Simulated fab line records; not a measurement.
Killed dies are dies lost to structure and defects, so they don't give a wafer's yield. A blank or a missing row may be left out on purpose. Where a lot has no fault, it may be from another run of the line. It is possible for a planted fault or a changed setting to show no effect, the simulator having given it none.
A lot that was struck, set against a sound lot :: flow nand-harc :: 44 out of 1159 route steps
Sound: wafers L424.1, L424.3, L424.4. Struck: wafer L444.6. (L444.2, L444.5 of the same lot were not struck and are left out.) The cause comes at the end.
Each step with rows lists, per side, the tool, then ch with its chambers, then its first start. Under that, the readings that differ: sound wafers :: struck wafers :: difference of the means :: sigmas: that difference in standard deviations of wafers without a fault.
alike: readings with means less than 2 such deviations apart, plus words and numbers identical on both sides. not compared: withheld readings, readings lacking a value on some wafer, bounds such as >300 that could conceal the same value, and numbers that have no deviation in the record and whose values overlap.
A row with sigmas, a row that says differs or no value, or rows on one side alone: a step with any of these is where the two part. Numbers that have no deviation but don't overlap get no sigmas and don't part them. Lack of a reading on every wafer of one side parts them only where that side has two or more wafers.

first, 3 steps without rows for these wafers: NHARC_P_STI_STRIP_19 (strips in SPM, time 900 s); NHARC_P_STI_PRECLEAN_32 (cleans in SC1); NHARC_P_STI_SRD_23.
NHARC_P_STI_OCD_MEAS_43:
  sound on ocd-02, day 2 14:22; struck on ocd-02, day 7 12:31
  alike: trench-depth-nm, trench-foot-cd-nm
then, 3 steps without rows for these wafers: NHARC_P_STI_OXIDE_33 (material SiO2, target thk 10 nm, ox time 281 s); NHARC_P_STI_HDPCVD_20 (deposits SiO2); NHARC_P_STI_ANNEAL_34 (time 1800 s).
NHARC_P_STI_CMP_21: polishes, t overpolish 20 s, target thk 380.67 nm.
  sound on cmp-04 ch 0,1,2, day 3 10:04; struck on cmp-04 ch 3, day 8 04:59
  alike: motor-current-A, overpolish-run-s
then, 3 steps without rows for these wafers: NHARC_P_STI_SRD_35; NHARC_P_STI_ETCH_36 (etches SiO2 in dHF, target depth 38.8 nm); NHARC_P_STI_STRIP_24 (strips Si3N4 in H3PO4).
NHARC_P_STI_ETCH_37: etches SiO2 in dHF, target depth 11 nm.
  sound on wet-bench-02 ch 2,3,4, day 3 10:27; struck on wet-bench-02 ch 3,5,6, day 8 05:22
then, 3 steps without rows for these wafers: NHARC_P_STI_PRECLEAN_38 (cleans in SC1); NHARC_P_STI_SRD_39; NHARC_P_STI_OXIDE_40 (material SiO2, target thk 10 nm, ox time 1362 s).
NHARC_P_STI_INSPECT_25:
  sound on defect-inspect-01, day 3 18:31; struck on defect-inspect-01, day 8 13:29
reading: raw-defect-count
sound: 178 188 341
struck: 732
difference: +496
sigmas: +7
then, 12 steps without rows for these wafers: NHARC_P_GATE_ETCH_69 (etches SiO2 in dHF, target depth 14 nm); NHARC_P_GATE_PRECLEAN_70 (cleans in SC1); NHARC_P_GATE_SRD_01; NHARC_P_GATE_OXIDE_02 (material SiO2, target thk 37.5 nm, ox time 365 s); NHARC_P_GATE_DEHYDRATE_03 (time 120 s); NHARC_P_GATE_HMDS_04 (time 30 s); NHARC_P_GATE_COAT_05; NHARC_P_GATE_SOFTBAKE_06 (time 95 s); NHARC_P_GATE_EBR_07; NHARC_P_GATE_EXPOSE_08 (exposes mask P HV); NHARC_P_GATE_PEB_09 (peb time 85 s); NHARC_P_GATE_DEVELOP_10 (time 70 s).
NHARC_P_GATE_CD_MEAS_11: the cd target is 1640 nm.
  sound on cd-sem-01 ch 0, day 4 02:53; struck on cd-sem-01 ch 0, day 8 21:36
  alike: cd-nm
then, 1 step without rows for these wafers: NHARC_P_GATE_HARDBAKE_12 (time 80 s).
NHARC_P_GATE_DESCUM_13: chemistry O2, time 3 s.
  sound on rie-diel-10 ch 1,2,3, day 4 03:02; struck on rie-diel-12 ch 2, day 8 21:47
  alike: drypump-motor-current-A, oes-product-au, rf-vpp-V, showerhead-plenum-p-Torr, throttle-valve-pct
  not compared: rf-hours-counter-h
then, 6 steps without rows for these wafers: NHARC_P_GATE_ETCH_14 (etches SiO2 in dHF, target depth 48.8 nm); NHARC_P_GATE_STRIP_15 (strips in SPM, time 780 s); NHARC_P_GATE_PRECLEAN_71 (cleans in SC1); NHARC_P_GATE_SRD_72; NHARC_P_GATE_OXIDE_16 (material SiO2, target thk 3 nm, ox time 392 s); NHARC_P_GATE_CVD_17 (deposits poly-Si, target thk 150 nm, time 900 s).
NHARC_P_GATE_HM_DEP_102: deposits aC, target thk 120 nm.
  sound on acl-dep-01 ch 0, day 4 15:49; struck on acl-dep-01 ch 0, day 9 10:10
  alike: throttle-valve-pct
NHARC_P_GATE_DEP_103: deposits SiON, target thk 30 nm.
  sound on pecvd-03 ch 1,2, day 4 16:29; struck on pecvd-03 ch 0, day 9 10:53
  alike: heater-power-w
then, 2 steps without rows for these wafers: NHARC_P_GATE_DEHYDRATE_18 (time 120 s); NHARC_P_GATE_HMDS_19 (time 30 s).
NHARC_P_GATE_INSPECT_28:
  sound on defect-inspect-02, day 4 17:17; struck on defect-inspect-02, day 9 11:41
reading: raw-defect-count
sound: 4 4 5
struck: 562
difference: +558
sigmas: +99 or more
NHARC_P_GATE_INSPECT_68:
  sound on defect-inspect-02, day 5 13:34; struck on defect-inspect-01, day 10 06:34
reading: raw-defect-count
sound: 196 152 299
struck: 754
difference: +538
sigmas: +8
-- break in the record here, with 14 days between the starts of the struck wafers on either side (left off in module P_GATE, picked up again in module END, where the first step shown is number 1159 on the route) --
NHARC_END_SORT_01:
  sound on prober-02 ch 0, day 19 09:02; struck on prober-01 ch 0, day 24 02:00
reading: killed-at-other
sound: 3 4 3
struck: 0
difference: -3
sigmas: -3

reading: killed-at-periphery
sound: 6 1 2
struck: 88
difference: +85
sigmas: +37

reading: killed-dies
sound: 36 41 27
struck: 110
difference: +75
sigmas: +9

reading: killed-open
sound: 9 4 6
struck: 1
difference: -5
sigmas: -3
  alike: killed-at-array, killed-short

## WHERE THEY PART
Earliest at NHARC_P_STI_INSPECT_25; latest, in this record, at NHARC_END_SORT_01.

WHY: what had been put in by the simulator
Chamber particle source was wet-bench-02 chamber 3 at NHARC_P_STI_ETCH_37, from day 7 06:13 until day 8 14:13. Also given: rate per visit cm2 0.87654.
